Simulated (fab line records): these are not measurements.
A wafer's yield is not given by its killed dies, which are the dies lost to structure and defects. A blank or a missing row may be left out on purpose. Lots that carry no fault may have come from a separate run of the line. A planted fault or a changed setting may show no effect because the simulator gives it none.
A lot that was struck, set against a sound lot / flow nand harc / 15 steps out of a route of 1302
Sound: these wafers, L386.2, L386.3, L386.6. Struck: wafer L398.5. (L398.1, L398.3 of the same lot were not struck and are left out.) The cause comes at the end.
Order at every step that has rows: each side's tool, ch and its chambers, its first start. Under that, the readings that differ: sound wafers / struck wafers / difference of the means / sigmas: that difference in standard deviations of wafers without a fault.
alike: readings whose means differ by less than 2 such deviations, and words and numbers that are the same on both sides. not compared: withheld readings, readings that some wafer has no value for, bounds like >300 that may hide the same value, and numbers for which the record gives no deviation and whose values overlap.
A row with sigmas, a row that says differs or no value, or rows on one side alone: a step with any of these is where the two part. Numbers that don't overlap but have no deviation are shown without sigmas and don't part them. Lack of a reading on every wafer of one side parts them only where that side has two or more wafers.

first, 6 steps without rows for these wafers: NHARC_P_STI_COAT_03 (resist thk 600 nm); NHARC_P_STI_SOFTBAKE_04 (time 70 s); NHARC_P_STI_EBR_05; NHARC_P_STI_EXPOSE_06 (exposes mask P STI, target cd 200 nm); NHARC_P_STI_PEB_07 (peb time 80 s); NHARC_P_STI_DEVELOP_08 (time 50 s).
NHARC_P_STI_CD_MEAS_09: target cd 200 nm.
  sound on cd sem-01 ch 0, day 5 18:35; struck on cd sem-03 ch 0, day 10 17:51
reading=cd nm (nm); sound=206 204 209; struck=195; difference=-11; sigmas=-4
NHARC_P_STI_OVL_MEAS_10:
  struck on overlay-01, day 10 17:56; sound on overlay-02, day 5 18:41
  alike: overlay x nm, overlay y nm
NHARC_P_STI_INSPECT_11:
  struck on defect inspect-01, day 10 17:58; sound on defect inspect-02, day 5 18:43
  alike: raw defect count
then, 1 step without rows for these wafers: NHARC_P_STI_HARDBAKE_13 (time 65 s).
NHARC_P_STI_DESCUM_14: chemistry O2, time 3 s.
  sound on rie diel-08 ch 0,1,3, day 5 18:51; struck on rie diel-08 ch 0, day 10 18:07
reading=throttle valve pct (%); sound=11.308 11.305 11.291; struck=11.323; difference=+0.022; sigmas=+2
  alike: drypump motor current A, oes product au, rf vpp V, showerhead plenum p Torr
  not compared: rf hours counter h
NHARC_P_STI_ETCH_42: etches the open film in N2/H2, target depth 80 nm, overetch 24 nm, time 61 s.
  sound on rie diel-08 ch 0,1,3, day 5 18:56; struck on rie diel-08 ch 2, day 10 18:11
reading=rf vpp V (V); sound=428.0 430.5 430.5; struck=435.0; difference=+5.3; sigmas=+2
reading=showerhead plenum p Torr (Torr); sound=1.96 1.96 2.00; struck=2.21; difference=+0.24; sigmas=+3
  alike: drypump motor current A, oes product au, run length s, throttle valve pct
  not compared: rf hours counter h
NHARC_P_STI_ETCH_31: etches the open film in CF4/CHF3, target depth 108.9 nm, time 54.5 s.
  sound on rie diel-08 ch 0,3, day 5 19:01; struck on rie diel-08 ch 3, day 10 18:16
reading=run length s (s); sound=75.8 74.7 75.6; struck=65.6; difference=-9.8; sigmas=-22
  alike: drypump motor current A, oes product au, rf vpp V, showerhead plenum p Torr, throttle valve pct
  not compared: rf hours counter h
NHARC_P_STI_ETCH_15: etches the open film in HBr/Cl2, target depth 300 nm, time 100.1 s.
  sound on rie si-05 ch 0,1, day 5 19:08; struck on rie si-01 ch 3, day 10 18:24
  alike: drypump motor current A, oes product au, throttle valve pct
  not compared: rf hours counter h
-- the record jumps here: 22 days lie between the struck wafers' starts before and after (it left off in module P_STI and takes up again in module END, whose first step shown is number 1302 of the route) --
NHARC_END_SORT_01:
  sound on prober-01 ch 0, day 27 22:22; struck on prober-01 ch 0, day 32 08:50
reading=killed at periphery; sound=2 4 3; struck=45; difference=+42; sigmas=+14
reading=killed dies; sound=51 45 46; struck=124; difference=+77; sigmas=+4
  alike: killed at array, killed at other, killed open, killed short

## WHERE THEY PART
Earliest at NHARC_P_STI_CD_MEAS_09; latest, in this record, at NHARC_END_SORT_01.

WHY: what the simulator had put in
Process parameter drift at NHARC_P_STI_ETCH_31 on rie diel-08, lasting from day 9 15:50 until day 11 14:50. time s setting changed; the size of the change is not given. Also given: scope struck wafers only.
